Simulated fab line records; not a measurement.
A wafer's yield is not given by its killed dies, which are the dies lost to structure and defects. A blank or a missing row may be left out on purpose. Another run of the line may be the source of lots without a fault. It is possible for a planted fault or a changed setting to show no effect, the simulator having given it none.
Matching of chambers    flow nand_harc    NHARC_A_CHANNEL_HOLE_D1_DEP_01 on pecvd-01: 3 sister chambers
The step deposits SiON, target thk 140 nm. 14 wafers are shown with their chamber, then 7 later ones without.

WAFERS PAIRED WITH THEIR CHAMBERS
wafer   chamber  heater_power_w (W)
L223.2  1        870
L223.5  0        751
L223.6  1        875
L226.3  1        928
L226.4  1        934
L226.6  2        764
L225.2  1        916
L225.3  2        734
L225.4  2        733
L230.2  1        906
L230.4  1        916
L230.5  2        792
L242.1  0        705
L242.3  1        885

SIGNATURES, as means of the wafers listed above
reading         chamber 0  chamber 1  chamber 2  scatter within a chamber
heater_power_w  728.00     903.75     755.75     26.2
Rule: a wafer lies at a distance from a chamber equal to the root of the sum of squares, over the readings, of (its reading less the chamber's mean, divided by the reading's scatter). The wafer belongs to the nearest chamber; if the next one is less than 2 further off, it can't be placed. The scatter: the root of (the sum of the squares of (reading less its chamber's mean) over the shown wafers, divided by (wafers less chambers)).

WAFERS WITH NO CHAMBER GIVEN
wafer   heater_power_w (W)
L242.4  882
L244.3  718
L244.5  585
L244.6  897
L245.1  639
L245.3  829
L245.4  806

WHICH CHAMBER EACH ONE RAN IN
wafer    from the rows above            in truth
L242.4   1                              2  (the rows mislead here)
L244.3   can't be placed: 0 or 2        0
L244.5   can't be placed: 0 or 2        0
L244.6   1                              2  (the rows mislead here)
L245.1   can't be placed: 0 or 2        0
L245.3   can't be placed: 2 or 1 or 0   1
L245.4   can't be placed: 2 or 0 or 1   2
Correctly placed: 0 of 7. Unplaceable from these rows: 5, with the true chamber sitting among the candidates in 5. Wrongly placed: 2.
